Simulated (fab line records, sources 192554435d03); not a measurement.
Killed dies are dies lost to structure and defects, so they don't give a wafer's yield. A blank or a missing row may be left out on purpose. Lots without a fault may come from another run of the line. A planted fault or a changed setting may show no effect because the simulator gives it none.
Chamber matching | flow n5_finfet | N5_BEOL_M9_CMP_52 on cmp-03: 4 sister chambers
The step polishes, stops on SiCOH lowk, t overpolish 7 s, target thk 140 nm. 8 wafers are shown with their chamber, then 10 later ones without.

WAFERS WITH THEIR CHAMBER
wafer  | chamber | motor_current_A (A) | clearing_platen_rpm (rpm)
L076.2 | 0       | 5.7                 | 50.063
L081.2 | 0       | 5.9                 | 50.007
L081.5 | 1       | 6.6                 | 49.978
L089.3 | 2       | 5.8                 | 50.018
L089.5 | 3       | 6.5                 | 49.991
L089.6 | 2       | 5.5                 | 49.991
L093.1 | 3       | 6.6                 | 49.983
L093.3 | 1       | 6.7                 | 49.978

WAFERS WITHOUT THEIR CHAMBER
wafer  | motor_current_A (A) | clearing_platen_rpm (rpm)
L093.6 | 6.7                 | 50.002
L095.1 | 5.7                 | 50.021
L095.2 | 6.6                 | 49.989
L095.5 | 7.0                 | 50.021
L096.1 | 6.8                 | 50.012
L096.5 | 5.9                 | 49.994
L096.6 | 6.7                 | 50.005
L097.2 | 7.0                 | 49.974
L097.5 | 5.8                 | 49.976
L097.6 | 6.9                 | 50.007

WHICH CHAMBER EACH WENT THROUGH
wafer  | from the rows above     | in truth
L093.6 | can't be placed: 1 or 3 | 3
L095.1 | can't be placed: 2 or 0 | 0
L095.2 | can't be placed: 3 or 1 | 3
L095.5 | can't be placed: 1 or 3 | 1
L096.1 | can't be placed: 1 or 3 | 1
L096.5 | can't be placed: 2 or 0 | 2
L096.6 | can't be placed: 1 or 3 | 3
L097.2 | can't be placed: 1 or 3 | 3
L097.5 | can't be placed: 2 or 0 | 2
L097.6 | can't be placed: 1 or 3 | 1
Placed correctly: 0 of 10. Can't be placed from these rows: 10 (the true chamber is among the candidates in 10). Placed wrongly: 0.
How it was worked out, from the rows above alone: a wafer's distance from a chamber is the root of the sum, over the readings, of the square of ((its reading less the chamber's mean) divided by the reading's scatter). The wafer belongs to the nearest chamber; if the next one is less than 2 further off, it can't be placed. A chamber's mean is the mean of its shown wafers. The scatter: the root of (the sum of the squares of (reading less its chamber's mean) over the shown wafers, divided by (wafers less chambers)).
